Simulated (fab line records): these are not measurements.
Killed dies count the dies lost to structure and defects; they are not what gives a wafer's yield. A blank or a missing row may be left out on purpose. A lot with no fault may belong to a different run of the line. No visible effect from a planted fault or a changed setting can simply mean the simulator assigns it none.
Matching of chambers :: flow n5-finfet :: 4 sister chambers for N5_BEOL_M2_DESCUM_16 on rie-diel-04
The step chemistry O2, time 7 s. 8 wafers are shown with their chamber, then 7 later ones without.

## EACH WAFER AND ITS CHAMBER
wafer: L077.1
chamber: 2
drypump-motor-current-A (A): 5.8
showerhead-plenum-p-Torr (Torr): 2.12

wafer: L077.5
chamber: 0
drypump-motor-current-A (A): 4.7
showerhead-plenum-p-Torr (Torr): 2.11

wafer: L077.6
chamber: 1
drypump-motor-current-A (A): 5.9
showerhead-plenum-p-Torr (Torr): 2.16

wafer: L083.3
chamber: 3
drypump-motor-current-A (A): 5.8
showerhead-plenum-p-Torr (Torr): 2.00

wafer: L083.5
chamber: 3
drypump-motor-current-A (A): 5.8
showerhead-plenum-p-Torr (Torr): 2.00

wafer: L083.6
chamber: 2
drypump-motor-current-A (A): 5.8
showerhead-plenum-p-Torr (Torr): 2.12

wafer: L087.1
chamber: 1
drypump-motor-current-A (A): 5.9
showerhead-plenum-p-Torr (Torr): 2.15

wafer: L087.2
chamber: 0
drypump-motor-current-A (A): 4.8
showerhead-plenum-p-Torr (Torr): 2.10

## WAFERS MISSING THEIR CHAMBER
wafer: L087.3
drypump-motor-current-A (A): 5.8
showerhead-plenum-p-Torr (Torr): 1.99

wafer: L089.1
drypump-motor-current-A (A): 4.7
showerhead-plenum-p-Torr (Torr): 2.10

wafer: L089.2
drypump-motor-current-A (A): 5.9
showerhead-plenum-p-Torr (Torr): 2.15

wafer: L089.3
drypump-motor-current-A (A): 5.8
showerhead-plenum-p-Torr (Torr): 1.99

wafer: L091.2
drypump-motor-current-A (A): 4.7
showerhead-plenum-p-Torr (Torr): 2.09

wafer: L091.4
drypump-motor-current-A (A): 5.8
showerhead-plenum-p-Torr (Torr): 1.99

wafer: L091.6
drypump-motor-current-A (A): 5.9
showerhead-plenum-p-Torr (Torr): 2.15

## WHICH CHAMBER EACH ONE RAN IN
wafer: L087.3
from the rows above: 3
in truth: 3

wafer: L089.1
from the rows above: 0
in truth: 0

wafer: L089.2
from the rows above: 1
in truth: 1

wafer: L089.3
from the rows above: 3
in truth: 3

wafer: L091.2
from the rows above: 0
in truth: 0

wafer: L091.4
from the rows above: 3
in truth: 3

wafer: L091.6
from the rows above: 1
in truth: 1
Correctly placed: 7 of 7. Not placeable from these rows: 0. Placed wrongly: 0.
How it was worked out, from the rows above alone: a wafer's distance from a chamber is the root of the sum, over the readings, of the square of ((its reading less the chamber's mean) divided by the reading's scatter). The wafer belongs to the nearest chamber; if the next one is less than 2 further off, it can't be placed. Each chamber's mean is taken over the wafers shown for it. The scatter: the root of (the sum of the squares of (reading less its chamber's mean) over the shown wafers, divided by (wafers less chambers)).
